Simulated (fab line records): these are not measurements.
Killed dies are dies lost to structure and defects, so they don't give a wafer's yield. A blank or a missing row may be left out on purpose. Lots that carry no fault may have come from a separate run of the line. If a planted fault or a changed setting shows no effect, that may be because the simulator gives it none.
Matching of chambers -- flow nand harc -- NHARC_A_BONDPAD_ETCH_34 on rie diel-08 has 4 sister chambers
The step etches the open film in N2/H2, target depth 60 nm, overetch 18 nm, time 65.91 s. 4 wafers are shown with their chamber, then 8 later ones without.

== WAFERS PAIRED WITH THEIR CHAMBERS ==
wafer,chamber,drypump motor current A (A)
L427.4,0,5.33
L441.3,1,5.62
L441.5,3,5.38
L442.3,2,5.70

== WAFERS WITHOUT THEIR CHAMBER ==
wafer,drypump motor current A (A)
L442.4,5.63
L442.6,5.64
L439.3,5.27
L439.4,5.38
L439.6,5.61
L445.1,5.36
L445.2,5.63
L445.4,5.67

== WHICH CHAMBER EACH WENT THROUGH ==
wafer,from the rows above,in truth
L442.4,1,1
L442.6,can't be placed: 1 or 2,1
L439.3,can't be placed: 0 or 3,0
L439.4,can't be placed: 3 or 0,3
L439.6,1,1
L445.1,can't be placed: 3 or 0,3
L445.2,1,1
L445.4,can't be placed: 2 or 1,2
Correct placement for 3 of the 8. Not placeable from these rows: 5 (in 5, the candidates include the true chamber). Placed wrongly: 0.
How it was worked out, from the rows above alone: a wafer's distance from a chamber is the root of the sum, over the readings, of the square of ((its reading less the chamber's mean) divided by the reading's scatter). If the next closest chamber is less than 2 further off than the closest, the wafer can't be placed; otherwise it belongs to the closest. For every chamber, the mean is computed from those of its wafers that are shown. The scatter (one wafer shown for each chamber): square how far every hidden wafer sits from the nearest shown wafer, average those squares and take the square root.
